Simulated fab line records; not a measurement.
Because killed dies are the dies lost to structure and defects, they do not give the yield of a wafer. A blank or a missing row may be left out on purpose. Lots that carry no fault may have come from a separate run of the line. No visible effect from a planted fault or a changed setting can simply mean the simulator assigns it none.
Matching of chambers + flow nand harc + NHARC_A_SGD_CUT_ETCHBACK_24 on rie diel-10 has 4 sister chambers
The step etches the open film in CH3F/O2, target depth 50 nm, time 92.857 s. 16 wafers are shown with their chamber, then 8 later ones without.

## EACH WAFER AND ITS CHAMBER
| wafer  | chamber | showerhead plenum p Torr (Torr) | drypump motor current A (A) | rf vpp V (V) |
|--------|---------|---------------------------------|-----------------------------|--------------|
| L075.1 | 2       | 2.60                            | 5.6                         | 246.5        |
| L075.4 | 0       | 2.59                            | 5.5                         | 246.2        |
| L075.5 | 2       | 2.60                            | 5.6                         | 246.4        |
| L076.1 | 3       | 2.37                            | 6.2                         | 242.4        |
| L076.3 | 2       | 2.60                            | 5.6                         | 244.6        |
| L076.4 | 1       | 2.39                            | 5.9                         | 242.3        |
| L077.2 | 1       | 2.39                            | 5.9                         | 242.5        |
| L077.4 | 0       | 2.59                            | 5.5                         | 247.3        |
| L077.6 | 2       | 2.60                            | 5.6                         | 246.4        |
| L079.1 | 1       | 2.39                            | 5.9                         | 243.8        |
| L079.2 | 0       | 2.59                            | 5.5                         | 246.5        |
| L079.6 | 0       | 2.58                            | 5.5                         | 246.4        |
| L083.2 | 1       | 2.39                            | 6.0                         | 243.1        |
| L083.4 | 2       | 2.60                            | 5.6                         | 247.8        |
| L083.5 | 0       | 2.58                            | 5.5                         | 245.8        |
| L088.1 | 3       | 2.36                            | 6.2                         | 243.2        |

SIGNATURES (averages over the wafers above)
| reading                  | chamber 0 | chamber 1 | chamber 2 | chamber 3 | scatter within a chamber |
|--------------------------|-----------|-----------|-----------|-----------|--------------------------|
| showerhead plenum p Torr | 2.5860    | 2.3900    | 2.6000    | 2.3650    | 0.00376                  |
| drypump motor current A  | 5.500     | 5.925     | 5.600     | 6.200     | 0.025                    |
| rf vpp V                 | 246.440   | 242.925   | 246.340   | 242.800   | 0.821                    |
Rule: for each reading, subtract the chamber's mean from the wafer's reading, divide by that reading's scatter and square the result; add these up over the readings and take the root, which gives the wafer's distance from the chamber. The wafer belongs to the nearest chamber; if the next one is less than 2 further off, it can't be placed. The scatter: take each reading less its chamber's mean, square it, sum over the shown wafers, divide by the number of wafers less the number of chambers, and take the root.

## WAFERS WITH NO CHAMBER GIVEN
| wafer  | showerhead plenum p Torr (Torr) | drypump motor current A (A) | rf vpp V (V) |
|--------|---------------------------------|-----------------------------|--------------|
| L088.2 | 2.58                            | 5.5                         | 245.9        |
| L088.5 | 2.36                            | 6.2                         | 244.3        |
| L088.3 | 2.39                            | 5.9                         | 243.2        |
| L088.4 | 2.60                            | 5.6                         | 245.8        |
| L088.6 | 2.58                            | 5.5                         | 246.9        |
| L095.1 | 2.39                            | 5.9                         | 243.3        |
| L095.3 | 2.58                            | 5.5                         | 246.5        |
| L095.5 | 2.60                            | 5.6                         | 245.7        |

## EACH ONE'S CHAMBER
| wafer  | from the rows above | in truth |
|--------|---------------------|----------|
| L088.2 | 0                   | 0        |
| L088.5 | 3                   | 3        |
| L088.3 | 1                   | 1        |
| L088.4 | 2                   | 2        |
| L088.6 | 0                   | 0        |
| L095.1 | 1                   | 1        |
| L095.3 | 0                   | 0        |
| L095.5 | 2                   | 2        |
Placed correctly: 8 of 8. Can't be placed from these rows: 0. Placed wrongly: 0.
